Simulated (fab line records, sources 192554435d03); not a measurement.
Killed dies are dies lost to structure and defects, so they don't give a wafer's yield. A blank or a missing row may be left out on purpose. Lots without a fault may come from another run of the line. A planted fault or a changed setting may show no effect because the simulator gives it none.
Problem report in the 8D (eight disciplines) form, filled by code | flow n5_finfet | the parts of the form that need people (team, actions taken, sign-off) are left out

1. THE PROBLEM
etch_rf_on_time_s at N5_HKMG_FIN_ETCH_31 reads a mean of 102.8 s on 3 wafers of 3 lots; wafers without a fault read 77.1 s with a standard deviation of 2.3. That is +11 standard deviations from the usual mean.
The step: etches SiARC in CF4, target depth 45.5 nm, time 75.8 s.
First seen on wafer L457.2, day 7 20:53, on rie_diel-01. The record holds 28 wafers of 11 lots with a number at this step. Rule for "out", or "out of limits": more than 4 standard deviations from the usual mean. The other wafers with a number count as sound.

2. WHAT IT IS AND WHAT IT IS NOT
question                    | is                     | is not
which readings at this step | etch_rf_on_time_s      | drypump_motor_current_A, oes_product_au, rf_vpp_V, showerhead_plenum_p_Torr, throttle_valve_pct
which lots                  | L457, L459, L460       | L443, L446, L447, L449, L452, L453, L456, L464
which wafers of those lots  | L457.2, L459.1, L460.2 | L457.5, L459.5, L460.5
read on which tools         | rie_diel-01            | rie_diel-04, rie_diel-05
when                        | from day 7 20:53       | up to then (20 sound wafers); but 5 sound wafers of L459, L460, L464 came after

3. SUSPECTS, AND WHAT RULES EACH OUT
Counting: a tool at a process step up to the reading stays a suspect if it ran every lot that is out. Sound lots after the first of them don't rule it out here, since some wafers of a struck lot are sound.
- rie_diel-01 at N5_HKMG_FIN_ETCH_31 (etches SiARC in CF4, target depth 45.5 nm, time 75.8 s): kept. It ran every lot that is out, first L457 (day 7 20:53); its last sound lot up to then is L452 (day 6 18:28). Its own readings are out on those wafers: etch_rf_on_time_s.
Left after counting: rie_diel-01 at N5_HKMG_FIN_ETCH_31.

4. THE CAUSE (what the simulator had put in)
Process parameter drift: rie_diel-01, from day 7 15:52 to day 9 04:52, at N5_HKMG_FIN_ETCH_31. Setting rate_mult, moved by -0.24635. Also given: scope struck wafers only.
Counting left only this tool.

5. THE CHAIN OF EFFECTS, in route order
Each row: a reading whose mean over the struck wafers that have a number lies more than 3 standard deviations from the usual. Only readings for which the record gives a usual standard deviation are gone through. hours: the time from each lot's start at the first step in this table that gives one to its start at this step, as a median over the lots. sigmas: the change in usual standard deviations.
hours | step                | reading           | usual  | on struck wafers | change | sigmas
0     | N5_HKMG_FIN_ETCH_31 | etch_rf_on_time_s | 77.1 s | 102.8            | +25.7  | +11
The process steps in it:
- N5_HKMG_FIN_ETCH_31: etches SiARC in CF4, target depth 45.5 nm, time 75.8 s.
Readings that are blank on the struck wafers while sound wafers have them: rf_fwd_power_W at N5_HKMG_FIN_ETCH_31.

6. WHAT WOULD HAVE CAUGHT IT SOONER
In this record the first reading out of limits was taken at day 7 20:53, 5 hours after the fault began at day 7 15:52.
